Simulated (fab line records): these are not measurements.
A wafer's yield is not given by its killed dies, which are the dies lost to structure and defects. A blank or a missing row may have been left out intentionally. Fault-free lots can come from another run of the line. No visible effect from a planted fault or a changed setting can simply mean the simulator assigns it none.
Which tool did it?	flow n5_finfet	Sampling: 10 lots, 29 wafers, 2 of 1938 route steps

== WHAT EACH GAUGE READ, for each wafer ==
N5_BEOL_M9_CD_MEAS_28: the cd target is 70 nm.
lot	measured	on	cd_nm (nm)
L444	day 10 07:20	cd_sem-03	70.5 70.0 70.3
L446	day 10 16:27	cd_sem-02	70.0 69.8 69.8
L451	day 11 20:38	cd_sem-03	69.7 69.6 69.5
L449	day 11 20:40	cd_sem-01	70.1 70.5
L454	day 12 21:53	cd_sem-03	69.7 70.3 70.1
L462	day 15 04:44	cd_sem-01	70.2 70.8 70.3
L464	day 15 23:56	cd_sem-01	70.4 70.0 70.3
L465	day 16 00:05	cd_sem-01	69.7 69.4 70.2
L467	day 16 07:53	cd_sem-03	70.2 70.0 69.9
L466	day 16 13:37	cd_sem-03	70.1 69.9 69.7

== EACH LOT AND THE TOOL THAT RAN IT (in order: tool; ch and the chambers of the sampled wafers; start) ==
lot	N5_BEOL_M9_ETCH_62
L444	rie_diel-06 ch 0,2,3, day 10 05:28
L446	rie_diel-06 ch 0,1,3, day 10 15:32
L451	rie_diel-06 ch 0,2,3, day 11 17:04
L449	rie_diel-05 ch 1,2, day 11 17:10
L454	rie_diel-06 ch 1,2, day 12 21:05
L462	rie_diel-03 ch 0,1,3, day 15 03:55
L464	rie_diel-03 ch 1,3, day 15 23:13
L465	rie_diel-05 ch 0,2,3, day 15 23:28
L467	rie_diel-03 ch 0,1, day 16 07:12
L466	rie_diel-06 ch 2,3, day 16 09:27
- N5_BEOL_M9_ETCH_62: etches SOC in N2/H2, target depth 110 nm, overetch 22 nm, time 165 s.

== AS READ BY THE TOOLS THEMSELVES (means over the sampled wafers that have a number; for cases with no such wafer, the mark the record gives instead) ==
N5_BEOL_M9_ETCH_62.
lot	tool	bias_w (W)	drypump_motor_current_A (A)	oes_product_au (a.u.)	rf_vpp_V (V)	showerhead_plenum_p_Torr (Torr)	throttle_valve_pct (%)
L444	rie_diel-06	149.5	5.6	0.74	524.1	2.55	17.73
L446	rie_diel-06	150.1	5.7	0.67	521.8	2.44	17.78
L451	rie_diel-06	150.4	5.6	0.71	524.2	2.54	17.75
L449	rie_diel-05	150.1	5.5	0.61	524.5	2.56	17.74
L454	rie_diel-06	150.2	5.6	0.67	523.2	2.53	17.97
L462	rie_diel-03	149.9	6.0	0.65	522.0	2.47	17.96
L464	rie_diel-03	149.9	5.8	0.62	521.8	2.46	18.15
L465	rie_diel-05	150.3	5.6	0.66	524.3	2.55	18.04
L467	rie_diel-03	149.4	6.1	0.64	522.7	2.51	17.92
L466	rie_diel-06	150.5	5.7	0.66	522.7	2.52	17.80

== THE ANSWER, worked out from the rows above alone ==
Rule: the usual values come from the lots themselves. The widest of any qualifying gaps counts: lots, ordered by their means at a reading, are off when they make up no more than a third of the lots, leave a main group of 4 or more, and stand apart from it by 3 or more times the standard deviation of that group's means. The tables above print the reading to a certain number of digits; a main group whose means all agree to those digits is not used. Also off: a lot with no number at a reading for which 4 or more lots have one. Where the step has rows for the other lots, those lots are counted as sound. Order of review: gauges by route order, followed by the tools' own readings, for which a lot's mean as printed above is used. The first step at which some lot is off is used, and at that step the reading that is off furthest; a lot without a number counts as furthest.
No lot is off at any reading shown: from this, nothing can be told.

== WHAT THE SIMULATOR PUT IN ==
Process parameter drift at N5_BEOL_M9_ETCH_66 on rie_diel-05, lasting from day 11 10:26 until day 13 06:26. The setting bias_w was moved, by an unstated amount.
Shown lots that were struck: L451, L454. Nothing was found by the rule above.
